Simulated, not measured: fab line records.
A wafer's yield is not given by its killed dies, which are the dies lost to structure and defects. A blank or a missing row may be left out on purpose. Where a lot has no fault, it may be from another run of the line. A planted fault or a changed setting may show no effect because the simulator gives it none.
Matching of chambers :: flow nand_harc :: NHARC_THIN_TSV_ETCHBACK_48 on rie_diel-08 has 4 sister chambers
The step etches the open film in C4F8/Ar, target depth 1028.5 nm, time 405.17 s. 4 wafers are shown with their chamber, then 8 later ones without.

## EACH WAFER AND ITS CHAMBER
wafer: L268.2
chamber: 3
rf_vpp_V (V): 546.8

wafer: L276.4
chamber: 1
rf_vpp_V (V): 547.0

wafer: L276.6
chamber: 2
rf_vpp_V (V): 547.5

wafer: L282.1
chamber: 0
rf_vpp_V (V): 549.4

## WAFERS WITH NO CHAMBER GIVEN
wafer: L282.3
rf_vpp_V (V): 548.5

wafer: L282.6
rf_vpp_V (V): 546.2

wafer: L285.1
rf_vpp_V (V): 548.4

wafer: L285.3
rf_vpp_V (V): 548.9

wafer: L285.5
rf_vpp_V (V): 549.7

wafer: L287.1
rf_vpp_V (V): 548.9

wafer: L287.4
rf_vpp_V (V): 548.2

wafer: L287.5
rf_vpp_V (V): 547.5

## THE CHAMBER EACH PASSED THROUGH
wafer: L282.3
from the rows above: can't be placed: 0 or 2 or 1 or 3
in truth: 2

wafer: L282.6
from the rows above: can't be placed: 3 or 1 or 2
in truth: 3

wafer: L285.1
from the rows above: can't be placed: 2 or 0 or 1 or 3
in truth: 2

wafer: L285.3
from the rows above: can't be placed: 0 or 2
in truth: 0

wafer: L285.5
from the rows above: 0
in truth: 0

wafer: L287.1
from the rows above: can't be placed: 0 or 2
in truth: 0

wafer: L287.4
from the rows above: can't be placed: 2 or 0 or 1 or 3
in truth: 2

wafer: L287.5
from the rows above: can't be placed: 2 or 1 or 3
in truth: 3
1 of 8 placed correctly. These rows do not allow placing 7 (true chamber among the candidates in 7). Placed wrongly: 0.
How it was worked out, from the rows above alone: a wafer's distance from a chamber is the root of the sum, over the readings, of the square of ((its reading less the chamber's mean) divided by the reading's scatter). If the next closest chamber is less than 2 further off than the closest, the wafer can't be placed; otherwise it belongs to the closest. A chamber's mean is the mean of its shown wafers. The scatter (one wafer shown for each chamber): square how far every hidden wafer sits from the nearest shown wafer, average those squares and take the square root.
